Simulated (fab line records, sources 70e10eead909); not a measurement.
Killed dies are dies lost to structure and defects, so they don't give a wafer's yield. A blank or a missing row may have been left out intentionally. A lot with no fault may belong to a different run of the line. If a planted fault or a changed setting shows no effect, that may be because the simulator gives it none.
Which of the tools did it? + flow nand harc + 36 wafers from 12 lots sampled at 6 of the route's 1302 steps

== WHAT THE GAUGES READ, wafer by wafer ==
NHARC_A_SGD_CUT_OVL_MEAS_10.
| lot  | measured     | on         | overlay x nm (nm) |
|------|--------------|------------|-------------------|
| L075 | day 19 05:05 | overlay-01 | -0.4 0.1 -0.3     |
| L077 | day 20 13:02 | overlay-01 | -0.4 0.1 0.0      |
| L079 | day 21 10:02 | overlay-02 | -0.1 -0.2 0.3     |
| L081 | day 22 13:32 | overlay-01 | -0.9 -0.4 -0.3    |
| L082 | day 22 12:50 | overlay-02 | -0.3 -0.2 -0.4    |
| L086 | day 24 02:01 | overlay-01 | 0.4 0.6 0.1       |
| L087 | day 24 11:34 | overlay-02 | -0.5 -0.4 -0.8    |
| L089 | day 24 22:22 | overlay-02 | -1.3 -1.2 -1.3    |
| L091 | day 26 06:06 | overlay-01 | 0.3 0.8 0.5       |
| L093 | day 27 07:43 | overlay-01 | -0.8 -0.6 -0.7    |
| L094 | day 28 07:46 | overlay-02 | 0.0 -0.6 0.0      |
| L096 | day 28 02:23 | overlay-02 | 0.9 1.2 1.0       |

== TOOL THAT RAN EACH LOT (tool first, then ch and the chambers of the sampled wafers, then the start) ==
| lot  | NHARC_A_STAIRCASE_STRIP_295                   | NHARC_A_STAIRCASE_DEP_301       | NHARC_A_STAIRCASE_ETCH_313         | NHARC_A_STAIRCASE_ALD_420        | NHARC_A_STAIRCASE_STRIP_446          |
|------|-----------------------------------------------|---------------------------------|------------------------------------|----------------------------------|--------------------------------------|
| L075 | rie diel-02 ch 1,2,3, day 17 02:44 or earlier | pecvd-02 ch 1,2, day 17 02:44   | rie diel-02 ch 0,1,2, day 17 03:49 | ald hk-02 ch 0,1,2, day 17 11:27 | plasma asher-01 ch 0,1, day 19 01:39 |
| L077 | rie diel-02 ch 1,2,3, day 18 12:38 or earlier | pecvd-04 ch 0,2, day 18 12:38   | rie diel-08 ch 0,1,2, day 18 13:36 | ald hk-03 ch 0,1, day 18 20:37   | plasma asher-02 ch 0,1, day 20 09:19 |
| L079 | rie diel-02 ch 0,1,2, day 19 06:01 or earlier | pecvd-03 ch 0,1,2, day 19 06:01 | rie diel-02 ch 1,2,3, day 19 06:58 | ald hk-02 ch 0,1,2, day 19 13:43 | plasma asher-02 ch 0,1, day 21 06:35 |
| L081 | rie diel-02 ch 0,3, day 20 00:57              | pecvd-02 ch 0,2, day 20 03:43   | rie diel-08 ch 0,1,3, day 20 04:38 | ald hk-02 ch 1,2,3, day 20 16:07 | plasma asher-02 ch 0,1, day 22 10:03 |
| L082 | rie diel-08 ch 0,2,3, day 20 10:16 or earlier | pecvd-02 ch 0,2, day 20 10:16   | rie diel-08 ch 0,2,3, day 20 11:23 | ald hk-02 ch 1,2, day 20 18:52   | plasma asher-02 ch 0,1, day 22 09:18 |
| L086 | rie diel-03 ch 0,1,2, day 21 23:26 or earlier | pecvd-02 ch 1,2, day 21 23:26   | rie diel-08 ch 0,2, day 22 00:28   | ald hk-02 ch 0,2, day 22 07:25   | plasma asher-01 ch 0,1, day 23 22:11 |
| L087 | rie diel-08 ch 0,1,2, day 22 07:36 or earlier | pecvd-03 ch 0,1,2, day 22 07:36 | rie diel-03 ch 1,2,3, day 22 09:38 | ald hk-04 ch 0,2, day 22 18:10   | plasma asher-01 ch 0,1, day 24 08:17 |
| L089 | rie diel-02 ch 0,1,2, day 22 19:58 or earlier | pecvd-03 ch 0,2, day 22 19:58   | rie diel-03 ch 2,3, day 22 21:00   | ald hk-03 ch 0,2,3, day 23 03:31 | plasma asher-01 ch 0,1, day 24 19:00 |
| L091 | rie diel-08 ch 2,3, day 23 17:54 or earlier   | pecvd-02 ch 1,2, day 23 17:54   | rie diel-02 ch 0,1, day 23 18:53   | ald hk-02 ch 2,3, day 24 15:06   | plasma asher-01 ch 0,1, day 26 02:40 |
| L093 | rie diel-03 ch 0,1,2, day 25 01:53 or earlier | pecvd-03 ch 0,1,2, day 25 01:53 | rie diel-03 ch 2,3, day 25 02:57   | ald hk-04 ch 0,2, day 25 12:52   | plasma asher-02 ch 0,1, day 27 04:19 |
| L094 | rie diel-03 ch 1,2,3, day 25 18:38 or earlier | pecvd-03 ch 0,1, day 25 18:38   | rie diel-02 ch 0,1,2, day 25 19:35 | ald hk-03 ch 0,2,3, day 26 09:53 | plasma asher-02 ch 0,1, day 28 04:06 |
| L096 | rie diel-08 ch 0,1,3, day 26 03:43 or earlier | pecvd-03 ch 1,2, day 26 03:43   | rie diel-03 ch 0,1,3, day 26 04:48 | ald hk-02 ch 0,2,3, day 26 12:09 | plasma asher-01 ch 0,1, day 27 22:49 |
- NHARC_A_STAIRCASE_STRIP_295: strips in O2.
- NHARC_A_STAIRCASE_DEP_301: deposits SiON, target thk 30 nm.
- NHARC_A_STAIRCASE_ETCH_313: etches the open film in CF4/CHF3.
- NHARC_A_STAIRCASE_ALD_420: deposits SiO2, target thk 20 nm, pulse time 6 s, ald cycles 200.
- NHARC_A_STAIRCASE_STRIP_446: strips in O2.

== THE ANSWER, worked out from the rows above alone ==
Rule: usual is defined by the lots themselves. The widest of any qualifying gaps counts: lots, ordered by their means at a reading, are off when they make up no more than a third of the lots, leave a main group of 4 or more, and stand apart from it by 3 or more times the standard deviation of that group's means. A main group whose means are all the same, to the digits that the tables above print for the reading, isn't used. Also off: a lot with no number at a reading for which 4 or more lots have one. Where the step has rows for the other lots, those lots are counted as sound.
No lot is off on any of the readings shown, so nothing can be concluded from this.

== WHAT WAS PUT IN BY THE SIMULATOR ==
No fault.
